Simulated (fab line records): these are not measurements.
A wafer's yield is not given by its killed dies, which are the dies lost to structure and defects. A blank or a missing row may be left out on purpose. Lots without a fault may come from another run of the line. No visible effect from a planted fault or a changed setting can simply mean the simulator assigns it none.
Matching of chambers + flow nand_harc + rie_diel-12 running NHARC_A_M0_ETCH_34: 4 sister chambers
The step etches the open film in N2/H2, target depth 40 nm, overetch 12 nm, time 43.94 s. 7 wafers are shown with their chamber, then 7 later ones without.

== WAFERS PAIRED WITH THEIR CHAMBERS ==
| wafer  | chamber | rf_vpp_V (V) | rf_fwd_power_W (W) |
|--------|---------|--------------|--------------------|
| L083.1 | 3       | 428.2        | 396.8              |
| L083.6 | 1       | 431.6        | 394.4              |
| L085.2 | 0       | 424.9        | 395.8              |
| L085.4 | 2       | 429.2        | 393.0              |
| L085.6 | 2       | 429.0        | 393.3              |
| L086.3 | 0       | 425.6        | 395.1              |
| L086.4 | 3       | 429.4        | 397.4              |

== WAFERS WITH NO CHAMBER GIVEN ==
| wafer  | rf_vpp_V (V) | rf_fwd_power_W (W) |
|--------|--------------|--------------------|
| L086.6 | 429.9        | 396.8              |
| L090.1 | 426.7        | 396.9              |
| L090.3 | 429.5        | 396.3              |
| L090.4 | 428.5        | 394.6              |
| L092.1 | 425.9        | 393.8              |
| L092.2 | 428.5        | 395.4              |
| L092.5 | 426.2        | 396.3              |

== THE CHAMBER EACH PASSED THROUGH ==
| wafer  | from the rows above               | in truth |
|--------|-----------------------------------|----------|
| L086.6 | 3                                 | 3        |
| L090.1 | can't be placed: 3 or 0           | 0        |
| L090.3 | 3                                 | 3        |
| L090.4 | can't be placed: 2 or 1           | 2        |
| L092.1 | can't be placed: 0 or 2           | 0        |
| L092.2 | can't be placed: 3 or 0 or 2 or 1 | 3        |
| L092.5 | 0                                 | 0        |
Placed correctly: 3 of 7. Unplaceable from these rows: 4, with the true chamber sitting among the candidates in 4. Number placed wrongly: 0.
How it was worked out, from the rows above alone: a wafer's distance from a chamber is the root of the sum, over the readings, of the square of ((its reading less the chamber's mean) divided by the reading's scatter). The wafer belongs to the nearest chamber; if the next one is less than 2 further off, it can't be placed. For every chamber, the mean is computed from those of its wafers that are shown. The scatter is the square root of a quotient: the sum, over the shown wafers, of each reading's squared deviation from its chamber's mean, divided by wafers minus chambers.
